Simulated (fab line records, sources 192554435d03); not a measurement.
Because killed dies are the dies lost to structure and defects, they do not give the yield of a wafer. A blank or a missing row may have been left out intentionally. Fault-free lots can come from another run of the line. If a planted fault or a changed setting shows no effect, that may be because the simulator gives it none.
Matching of chambers :: flow n5-finfet :: rie-diel-02 running N5_BEOL_M3_STRIP_66: 4 sister chambers
The step strips in CF4. 14 wafers are shown with their chamber, then 7 later ones without.

== WAFERS WITH THEIR CHAMBER ==
wafer: L075.2
chamber: 1
showerhead-plenum-p-Torr (Torr): 1.81
throttle-valve-pct (%): 13.69
oes-product-au (a.u.): 0.87

wafer: L075.4
chamber: 2
showerhead-plenum-p-Torr (Torr): 1.86
throttle-valve-pct (%): 13.58
oes-product-au (a.u.): 0.75

wafer: L075.5
chamber: 1
showerhead-plenum-p-Torr (Torr): 1.81
throttle-valve-pct (%): 13.70
oes-product-au (a.u.): 0.88

wafer: L078.1
chamber: 3
showerhead-plenum-p-Torr (Torr): 1.92
throttle-valve-pct (%): 13.41
oes-product-au (a.u.): 0.93

wafer: L078.2
chamber: 1
showerhead-plenum-p-Torr (Torr): 1.81
throttle-valve-pct (%): 13.68
oes-product-au (a.u.): 0.87

wafer: L078.4
chamber: 0
showerhead-plenum-p-Torr (Torr): 1.82
throttle-valve-pct (%): 13.68
oes-product-au (a.u.): 0.78

wafer: L080.2
chamber: 0
showerhead-plenum-p-Torr (Torr): 1.82
throttle-valve-pct (%): 13.70
oes-product-au (a.u.): 0.78

wafer: L080.3
chamber: 1
showerhead-plenum-p-Torr (Torr): 1.81
throttle-valve-pct (%): 13.70
oes-product-au (a.u.): 0.86

wafer: L080.4
chamber: 3
showerhead-plenum-p-Torr (Torr): 1.92
throttle-valve-pct (%): 13.40
oes-product-au (a.u.): 0.91

wafer: L087.1
chamber: 1
showerhead-plenum-p-Torr (Torr): 1.81
throttle-valve-pct (%): 13.71
oes-product-au (a.u.): 0.85

wafer: L087.2
chamber: 3
showerhead-plenum-p-Torr (Torr): 1.91
throttle-valve-pct (%): 13.45
oes-product-au (a.u.): 0.89

wafer: L087.5
chamber: 1
showerhead-plenum-p-Torr (Torr): 1.81
throttle-valve-pct (%): 13.72
oes-product-au (a.u.): 0.85

wafer: L091.1
chamber: 1
showerhead-plenum-p-Torr (Torr): 1.81
throttle-valve-pct (%): 13.75
oes-product-au (a.u.): 0.84

wafer: L091.2
chamber: 3
showerhead-plenum-p-Torr (Torr): 1.91
throttle-valve-pct (%): 13.43
oes-product-au (a.u.): 0.88

SIGNATURES, as means of the wafers listed above
reading: showerhead-plenum-p-Torr
chamber 0: 1.8200
chamber 1: 1.8100
chamber 2: 1.8600
chamber 3: 1.9150
scatter within a chamber: 0.00316

reading: throttle-valve-pct
chamber 0: 13.6900
chamber 1: 13.7071
chamber 2: 13.5800
chamber 3: 13.4225
scatter within a chamber: 0.0219

reading: oes-product-au
chamber 0: 0.7800
chamber 1: 0.8600
chamber 2: 0.7500
chamber 3: 0.9025
scatter within a chamber: 0.0164
Rule: distance of a wafer from a chamber = root of the sum over the readings of ((wafer's reading minus chamber's mean) / reading's scatter) squared. The wafer belongs to the nearest chamber; if the next one is less than 2 further off, it can't be placed. The scatter: take each reading less its chamber's mean, square it, sum over the shown wafers, divide by the number of wafers less the number of chambers, and take the root.

== WAFERS WITHOUT THEIR CHAMBER ==
wafer: L091.4
showerhead-plenum-p-Torr (Torr): 1.82
throttle-valve-pct (%): 13.74
oes-product-au (a.u.): 0.77

wafer: L093.2
showerhead-plenum-p-Torr (Torr): 1.91
throttle-valve-pct (%): 13.48
oes-product-au (a.u.): 0.87

wafer: L093.4
showerhead-plenum-p-Torr (Torr): 1.85
throttle-valve-pct (%): 13.65
oes-product-au (a.u.): 0.73

wafer: L093.6
showerhead-plenum-p-Torr (Torr): 1.82
throttle-valve-pct (%): 13.76
oes-product-au (a.u.): 0.75

wafer: L094.4
showerhead-plenum-p-Torr (Torr): 1.85
throttle-valve-pct (%): 13.66
oes-product-au (a.u.): 0.71

wafer: L094.5
showerhead-plenum-p-Torr (Torr): 1.85
throttle-valve-pct (%): 13.66
oes-product-au (a.u.): 0.72

wafer: L094.6
showerhead-plenum-p-Torr (Torr): 1.91
throttle-valve-pct (%): 13.47
oes-product-au (a.u.): 0.86

== THE CHAMBER EACH PASSED THROUGH ==
wafer: L091.4
from the rows above: 0
in truth: 0

wafer: L093.2
from the rows above: 3
in truth: 3

wafer: L093.4
from the rows above: 2
in truth: 2

wafer: L093.6
from the rows above: 0
in truth: 0

wafer: L094.4
from the rows above: 2
in truth: 2

wafer: L094.5
from the rows above: 2
in truth: 2

wafer: L094.6
from the rows above: 3
in truth: 3
7 of 7 placed correctly. Left unplaced by these rows: 0. Placed wrongly: 0.
